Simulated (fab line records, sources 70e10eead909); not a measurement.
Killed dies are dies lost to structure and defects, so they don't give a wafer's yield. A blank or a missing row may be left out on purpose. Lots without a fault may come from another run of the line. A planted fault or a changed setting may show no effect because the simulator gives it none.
Which tool did it? | flow nand_harc | 13 lots, 39 wafers sampled, at 6 steps of a route of 1302

WHAT THE GAUGES READ, wafer by wafer
NHARC_A_SOURCE_PLATE_THK_MEAS_06: measures by ellipsometry. Usual: thk_nm 199.4 nm, standard deviation 1.9.
lot  | measured     | on            | thk_nm (nm)       | flag
L930 | day 8 05:40  | film_metro-02 | 199.6 199.8 198.9 |
L932 | day 9 08:16  | film_metro-02 | 196.2 198.6 198.8 |
L933 | day 9 08:16  | film_metro-01 | 203.0 199.5 198.6 |
L934 | day 9 20:37  | film_metro-02 | 199.9 198.4 197.8 |
L935 | day 10 01:07 | film_metro-01 | 197.5 199.8 201.1 |
L936 | day 10 20:41 | film_metro-01 | 197.9 200.4 200.0 |
L939 | day 11 16:49 | film_metro-02 | 197.2 195.8 195.2 |
L938 | day 11 16:49 | film_metro-01 | 198.4 197.0 197.0 |
L942 | day 13 18:33 | film_metro-02 | 284.3 283.2 282.3 | OFF
L943 | day 13 18:32 | film_metro-01 | 279.3 280.7 280.9 | OFF
L944 | day 13 18:32 | film_metro-02 | 281.7 278.4 279.7 | OFF
L951 | day 16 18:32 | film_metro-01 | 197.5 200.4 199.2 |
L952 | day 17 05:37 | film_metro-02 | 197.7 197.9 200.0 |

NHARC_A_SOURCE_PLATE_INSPECT_08. Usual: raw_defect_count 59, standard deviation 23.
lot  | measured     | on                | raw_defect_count | flag
L930 | day 8 05:44  | defect_inspect-02 | 30 57 53         |
L932 | day 9 08:20  | defect_inspect-02 | 39 42 37         |
L933 | day 9 08:20  | defect_inspect-01 | 56 82 32         |
L934 | day 9 20:41  | defect_inspect-01 | 62 37 105        |
L935 | day 10 01:13 | defect_inspect-02 | 46 59 45         |
L936 | day 10 20:48 | defect_inspect-02 | 95 58 71         |
L939 | day 11 16:53 | defect_inspect-02 | 42 47 57         |
L938 | day 11 16:53 | defect_inspect-01 | 25 43 29         |
L942 | day 13 18:37 | defect_inspect-01 | 58 64 68         |
L943 | day 13 18:37 | defect_inspect-02 | 62 91 52         |
L944 | day 13 18:38 | defect_inspect-02 | 78 91 99         |
L951 | day 16 18:36 | defect_inspect-02 | 52 61 66         |
L952 | day 17 05:44 | defect_inspect-02 | 75 39 76         |

NHARC_A_ONON_D1_THK_MEAS_05: measures by ellipsometry. Usual: thk_nm 997 nm, standard deviation 11.
lot  | measured     | on            | thk_nm (nm)    | flag
L930 | day 8 06:53  | film_metro-02 | 996 995 994    |
L932 | day 9 09:28  | film_metro-02 | 994 995 994    |
L933 | day 9 09:29  | film_metro-01 | 999 999 996    |
L934 | day 9 21:50  | film_metro-02 | 987 989 989    |
L935 | day 10 02:22 | film_metro-02 | 1001 1004 1005 |
L936 | day 10 21:56 | film_metro-01 | 988 988 988    |
L939 | day 11 18:02 | film_metro-02 | 982 981 979    |
L938 | day 11 18:02 | film_metro-01 | 989 990 988    |
L942 | day 13 19:46 | film_metro-02 | 988 989 989    |
L943 | day 13 19:44 | film_metro-01 | 977 975 976    |
L944 | day 13 19:46 | film_metro-01 | 1003 1003 1001 |
L951 | day 16 19:44 | film_metro-01 | 1008 1009 1008 |
L952 | day 17 06:52 | film_metro-01 | 1011 1010 1011 |

NHARC_END_SORT_01. Usual: killed_at_array 53, standard deviation 20; killed_at_other 1, standard deviation 1.2; killed_at_periphery 3.7, standard deviation 2.6; killed_dies 58, standard deviation 20; killed_open 3.5, standard deviation 1.8; killed_short 2.4, standard deviation 1.7.
lot  | measured     | on        | killed_at_array | killed_at_other | killed_at_periphery | killed_dies | killed_open | killed_short | flag
L930 | day 24 12:27 | prober-01 | 39 47 52        | 0 0 0           | 0 6 2               | 39 53 54    | 1 5 4       | 1 4 6        |
L932 | day 26 02:22 | prober-01 | 25 34 35        | 0 0 1           | 2 1 3               | 27 35 39    | 0 3 3       | 1 2 3        |
L935 | day 26 22:41 | prober-02 | 32 26 25        | 3 0 1           | 1 2 5               | 36 28 31    | 6 3 3       | 1 3 2        |
L936 | day 27 22:25 | prober-01 | 58 49 38        | 1 1 2           | 12 7 4              | 71 57 44    | 8 7 4       | 5 1 3        |
L939 | day 28 06:58 | prober-02 | 59 53 61        | 1 1 4           | 3 7 3               | 63 61 68    | 4 1 2       | 0 0 3        |
L942 | day 30 09:56 | prober-01 | 53 68 64        | 0 1 1           | 3 9 1               | 56 78 66    | 2 4 2       | 1 2 4        |
L943 | day 30 01:22 | prober-01 | 42 18 33        | 1 1 1           | 4 2 1               | 47 21 35    | 3 1 3       | 0 1 0        |
L944 | day 30 01:25 | prober-02 | 75 63 85        | 3 3 1           | 4 3 5               | 82 69 91    | 6 7 4       | 3 6 3        |
L951 | day 34 00:17 | prober-02 | 33 36 68        | 0 0 1           | 3 2 1               | 36 38 70    | 1 3 4       | 1 3 4        |

WHICH TOOL RAN EACH LOT (tool, then ch and the chambers of the sampled wafers, then the start)
lot  | NHARC_P_BONDPAD_DEGAS_25     | NHARC_A_SOURCE_PLATE_CVD_03
L930 | pvd_sputter-03, day 7 05:00  | lpcvd_poly-04 ch 0, day 7 19:40
L932 | pvd_sputter-02, day 8 06:51  | lpcvd_poly-04 ch 0, day 8 21:02
L933 | pvd_sputter-02, day 8 07:34  | lpcvd_poly-04 ch 0, day 8 21:02
L934 | pvd_sputter-03, day 8 18:19  | lpcvd_poly-02 ch 0, day 9 08:29
L935 | pvd_sputter-01, day 8 23:58  | lpcvd_poly-01 ch 0, day 9 15:05
L936 | pvd_sputter-02, day 9 15:50  | lpcvd_poly-04 ch 0, day 10 09:37
L939 | pvd_sputter-03, day 10 15:40 | lpcvd_poly-04 ch 0, day 11 06:22
L938 | pvd_sputter-02, day 10 16:34 | lpcvd_poly-04 ch 0, day 11 06:22
L942 | pvd_sputter-02, day 12 17:49 | lpcvd_poly-04 ch 0, day 13 08:05
L943 | pvd_sputter-01, day 12 18:31 | lpcvd_poly-04 ch 0, day 13 08:05
L944 | pvd_sputter-03, day 12 20:08 | lpcvd_poly-04 ch 0, day 13 08:05
L951 | pvd_sputter-02, day 15 18:25 | lpcvd_poly-04 ch 0, day 16 08:33
L952 | pvd_sputter-03, day 16 03:21 | lpcvd_poly-01 ch 0, day 16 17:10
- NHARC_P_BONDPAD_DEGAS_25: time 60 s.
- NHARC_A_SOURCE_PLATE_CVD_03: deposits poly-Si, target thk 200 nm, time 4000 s.

WHAT THE TOOLS THEMSELVES READ (means of the sampled wafers that have a number; where no wafer has one, the mark that the record gives instead)
NHARC_P_BONDPAD_DEGAS_25. Usual: heater_power_w 462 W, standard deviation 45.
lot  | tool           | heater_power_w (W) | flag
L930 | pvd_sputter-03 | 540                |
L932 | pvd_sputter-02 | 442                |
L933 | pvd_sputter-02 | 443                |
L934 | pvd_sputter-03 | 466                |
L935 | pvd_sputter-01 | 461                |
L936 | pvd_sputter-02 | 456                |
L939 | pvd_sputter-03 | 503                |
L938 | pvd_sputter-02 | 461                |
L942 | pvd_sputter-02 | 466                |
L943 | pvd_sputter-01 | 425                |
L944 | pvd_sputter-03 | 470                |
L951 | pvd_sputter-02 | 457                |
L952 | pvd_sputter-03 | 491                |

NHARC_A_SOURCE_PLATE_CVD_03. Usual: spike_tc_bottom_C 638.6 C, standard deviation 2.9; spike_tc_centre_C 621.8 C, standard deviation 1.2; spike_tc_lower_C 620.9 C, standard deviation 1.1; spike_tc_top_C 641.1 C, standard deviation 2.2; spike_tc_upper_C 620.1 C, standard deviation 1.1; zone_power_upper_pct 9.2 %, standard deviation 1.5.
lot  | tool          | spike_tc_bottom_C (C) | spike_tc_centre_C (C) | spike_tc_lower_C (C) | spike_tc_top_C (C) | spike_tc_upper_C (C) | zone_power_upper_pct (%) | flag
L930 | lpcvd_poly-04 | 637.1                 | 622.0                 | 622.3                | 643.0              | 619.6                | 8.6                      |
L932 | lpcvd_poly-04 | 636.3                 | 622.0                 | 621.3                | 642.5              | 620.8                | 8.7                      |
L933 | lpcvd_poly-04 | 636.3                 | 622.3                 | 621.5                | 642.5              | 620.4                | 8.8                      |
L934 | lpcvd_poly-02 | 643.7                 | 622.1                 | 620.7                | 640.1              | 620.6                | 7.5                      |
L935 | lpcvd_poly-01 | 641.5                 | 620.3                 | 619.6                | 638.7              | 619.2                | 11.7                     |
L936 | lpcvd_poly-04 | 636.4                 | 622.3                 | 621.2                | 642.2              | 618.8                | 8.5                      |
L939 | lpcvd_poly-04 | 636.6                 | 622.5                 | 620.8                | 642.5              | 619.7                | 8.6                      |
L938 | lpcvd_poly-04 | 636.3                 | 622.0                 | 621.1                | 643.5              | 620.6                | 8.6                      |
L942 | lpcvd_poly-04 | 651.8                 | 636.0                 | 636.8                | 656.7              | 635.2                | 9.1                      | OFF
L943 | lpcvd_poly-04 | 651.8                 | 635.6                 | 636.6                | 656.7              | 634.0                | 8.9                      | OFF
L944 | lpcvd_poly-04 | 650.5                 | 637.2                 | 636.4                | 656.4              | 634.2                | 9.0                      | OFF
L951 | lpcvd_poly-04 | 636.2                 | 622.8                 | 620.6                | 641.4              | 619.4                | 8.7                      |
L952 | lpcvd_poly-01 | 640.5                 | 620.8                 | 621.0                | 637.6              | 619.6                | 11.5                     |

THE ANSWER, worked out from the rows above alone
Rule: a lot is off if the mean of its wafers that have a number lies more than 3 standard deviations from the usual mean. A lot without any number at a reading at which 4 lots or more have one is off too. The other lots that the step has rows for count as sound. The gauges are gone through in route order, then the tools' own readings, and for those a lot's mean is taken as printed above. The first step at which some lot is off is used, and at that step the reading that is off furthest; a lot without a number counts as furthest.
Off: L942, L943, L944, at NHARC_A_SOURCE_PLATE_THK_MEAS_06 (thk_nm).
A tool fits if, at a process step before that reading, it ran every lot that is off, and no sound lot after the first of them. The gauges at NHARC_A_SOURCE_PLATE_THK_MEAS_06 aren't tried: what is off there is off at NHARC_A_SOURCE_PLATE_CVD_03 too, on other tools, and a gauge's error can't cause that. None of those tried fits.

WHAT THE SIMULATOR HAD PUT IN
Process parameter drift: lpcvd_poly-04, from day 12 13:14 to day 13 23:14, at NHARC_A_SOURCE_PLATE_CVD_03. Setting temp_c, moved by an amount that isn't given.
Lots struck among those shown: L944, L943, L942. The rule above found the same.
